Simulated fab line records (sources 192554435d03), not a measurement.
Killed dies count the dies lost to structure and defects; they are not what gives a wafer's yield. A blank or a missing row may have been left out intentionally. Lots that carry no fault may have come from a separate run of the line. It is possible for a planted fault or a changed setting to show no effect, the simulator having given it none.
Chamber matching	flow n5_finfet	N5_SPACER0_ALD_07 on ald_sin-03 has 4 sister chambers
The step deposits SiNx, target thk 2 nm. 4 wafers are shown with their chamber, then 9 later ones without.

WAFERS WITH THEIR CHAMBER
wafer	chamber	heater_power_w (W)
L077.2	3	861
L087.6	2	687
L088.2	1	986
L088.5	0	756

WAFERS WITHOUT THEIR CHAMBER
wafer	heater_power_w (W)
L093.2	782
L093.5	696
L093.6	986
L094.3	1040
L094.4	701
L094.5	762
L095.1	711
L095.2	748
L095.6	772

THE CHAMBER EACH PASSED THROUGH
wafer	from the rows above	in truth
L093.2	0	0
L093.5	2	2
L093.6	1	1
L094.3	1	1
L094.4	can't be placed: 2 or 0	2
L094.5	0	0
L095.1	can't be placed: 2 or 0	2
L095.2	0	0
L095.6	0	0
Correct placement for 7 of the 9. Can't be placed from these rows: 2 (the true chamber is among the candidates in 2). 0 placed wrongly.
How it was worked out, from the rows above alone: a wafer's distance from a chamber is the root of the sum, over the readings, of the square of ((its reading less the chamber's mean) divided by the reading's scatter). If the next closest chamber is less than 2 further off than the closest, the wafer can't be placed; otherwise it belongs to the closest. A chamber's mean is the mean of its shown wafers. The scatter: with one shown wafer a chamber, the root of the mean of the squares of how far each hidden wafer lies from its nearest shown one.
